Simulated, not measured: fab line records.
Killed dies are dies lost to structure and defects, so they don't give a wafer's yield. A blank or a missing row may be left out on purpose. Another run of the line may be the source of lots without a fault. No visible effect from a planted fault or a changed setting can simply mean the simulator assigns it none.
Struck lot and sound lot, side by side ; flow n5-finfet ; 24 steps out of a route of 1938
Sound: wafers L678.1, L678.3, L678.4. Struck: wafer L695.1 (L695.3, L695.5, from the same lot, were not struck and are left out); the cause is given at the end.
Per side, at each step with rows, come the tool, then ch with its chambers, and then its first start. Under that, the readings that differ: sound wafers ; struck wafers ; difference of the means ; sigmas: that difference in standard deviations of wafers without a fault.
alike: words and numbers the same on both sides, and readings whose means are apart by under 2 such deviations; not compared: readings that were withheld, readings missing a value for some wafer, numbers with overlapping values and no deviation given by the record, and bounds like >300 which may hide the same value.
Wherever a step has rows on one side only, a row that says differs or no value, or a row with sigmas, the two part there. Numbers that have no deviation but don't overlap get no sigmas and don't part them. A reading that every wafer of one side lacks parts them only if that side has two wafers or more.

first, 1 step without rows for these wafers: N5_BEOL_M12_HARDBAKE_32 (time 120 s).
N5_BEOL_M12_CD_MEAS_28 targets a cd of 160.2 nm.
  sound on cd-sem-02 ch 0, day 11 08:52; struck on cd-sem-03 ch 0, day 15 20:14
  alike: cd-nm
N5_BEOL_M12_OVL_MEAS_29:
  sound on overlay-02 ch 0, day 11 08:54; struck on overlay-01 ch 0, day 15 20:16
  alike: M12_OVL
N5_BEOL_M12_INSPECT_30: inspects for defects (macro).
  sound: defect-inspect-02 at day 11 08:56; struck: defect-inspect-02 at day 15 20:17
  alike: raw-defect-count
N5_BEOL_M12_DESCUM_33: chemistry O2, time 7.9 s.
  sound on rie-diel-05 ch 0,1,3, day 11 08:58; struck on rie-diel-01 ch 3, day 15 20:50
  alike: drypump-motor-current-A, oes-product-au, rf-vpp-V, showerhead-plenum-p-Torr, throttle-valve-pct
  not compared: rf-hours-counter-h
then, 3 steps without rows for these wafers: N5_BEOL_M12_ETCH_67 (etches SiARC in CF4, target depth 143 nm, time 238.3 s); N5_BEOL_M12_ETCH_68 (etches SOC in N2/H2, time 285 s); N5_BEOL_M12_STRIP_69 (strips in N2/H2).
N5_BEOL_M12_TRENCH_ETCH_34: etches SiOC in C4F8/O2/Ar, target depth 318.95 nm, time 125.5 s.
  sound on rie-diel-05 ch 0,1,3, day 11 09:19; struck on rie-diel-01 ch 3, day 15 21:12
  alike: drypump-motor-current-A, oes-product-au, rf-vpp-V, showerhead-plenum-p-Torr, throttle-valve-pct
  not compared: rf-hours-counter-h
then, 1 step without rows for these wafers: N5_BEOL_M12_STRIP_70 (strips in C4F8/O2/Ar).
N5_BEOL_M12_OCD_MEAS_35:
  sound: ocd-02 at day 11 09:29; struck: ocd-01 at day 15 21:21
  alike: trench-depth-nm
N5_BEOL_M12_STRIP_37: strips in N2/H2.
  sound on plasma-asher-02 ch 0,1, day 11 09:31; struck on plasma-asher-01 ch 1, day 15 21:23
reading;sound;struck;difference;sigmas
drypump-motor-current-A (A);5.1 5.1 5.4;6.3;+1.1;+2
  alike: heater-power-w, oes-product-au
  not compared: rf-hours-counter-h
N5_BEOL_M12_ETCH_38: etches SiCN in CF4/N2, target depth 68.7 nm, time 73.4 s.
  sound on rie-diel-01 ch 1,2,3, day 11 09:52; struck on rie-diel-01 ch 2, day 15 23:32
reading;sound;struck;difference;sigmas
oes-product-au (a.u.);0.97 0.74 0.71;0.58;-0.23;-3
rf-hours-counter-h (h);8 197 200;237;+102;
model.etch.depth-nm (nm);60.97 58.48 58.18;40.59;-18.62;
model.SiOC_of_BEOL_M12_ILD_DEP_00.thk-nm (nm);602.6 606.4 614.2;621.6;+13.9;
  alike: drypump-motor-current-A, rf-vpp-V, showerhead-plenum-p-Torr, throttle-valve-pct
then, 4 steps without rows for these wafers: N5_BEOL_M12_PRECLEAN_39 (cleans in residue remover, time 60 s); N5_BEOL_M12_SRD_40 (time 30 s, dry time 30 s); N5_BEOL_M12_DEGAS_41 (time 60 s); N5_BEOL_M12_PRE_CLEAN_42 (time 30 s).
N5_BEOL_M12_SPUTTER_43: material TaN, target thk 15 nm, time 24.19 s.
  sound: pvd-sputter-02 at day 11 10:26; struck: pvd-sputter-01 at day 15 23:57
  alike: throttle-valve-pct
then, 3 steps without rows for these wafers: N5_BEOL_M12_SPUTTER_44 (material Ta, target thk 10 nm, time 16.13 s); N5_BEOL_M12_SPUTTER_45 (material Cu, target thk 80 nm, time 13.33 s); N5_BEOL_M12_ECD_47 (material Cu, target thk 720 nm).
N5_BEOL_M12_ANNEAL_48: time 90 s.
  sound on rtp-anneal-02 ch 0, day 11 10:51; struck on rtp-anneal-01 ch 0, day 16 00:40
reading;sound;struck;difference;sigmas
wafer_temp_C_max;226.5 227.1 227.5;225.7;-1.3;-2
N5_BEOL_M12_CMP_49: polishes, stops on SiOC, t overpolish 20.6 s, target thk 320 nm.
  sound on cmp-02 ch 1,2,3, day 11 11:11; struck on cmp-03 ch 0, day 16 00:58
reading;sound;struck;difference;sigmas
model.SiOC_of_BEOL_M12_ILD_DEP_00.thk-nm (nm);592.6 596.4 604.2;611.6;+13.9;
  alike: barrier-field-endpoint-s, clearing-platen-down-force-psi, clearing-platen-rpm, motor-current-A, overpolish-run-s, pad-life-wafers
N5_BEOL_M12_THK_MEAS_50: measures by xrf.
  sound: film-metro-01 at day 11 11:26; struck: film-metro-02 at day 16 01:16
  alike: M12_THK

## WHERE THEY PART
Last at N5_BEOL_M12_ANNEAL_48 as far as this record goes, first at N5_BEOL_M12_STRIP_37. Later steps at which nothing parts them and some readings are alike: N5_BEOL_M12_CMP_49, N5_BEOL_M12_THK_MEAS_50.

WHY: the cause the simulator had injected
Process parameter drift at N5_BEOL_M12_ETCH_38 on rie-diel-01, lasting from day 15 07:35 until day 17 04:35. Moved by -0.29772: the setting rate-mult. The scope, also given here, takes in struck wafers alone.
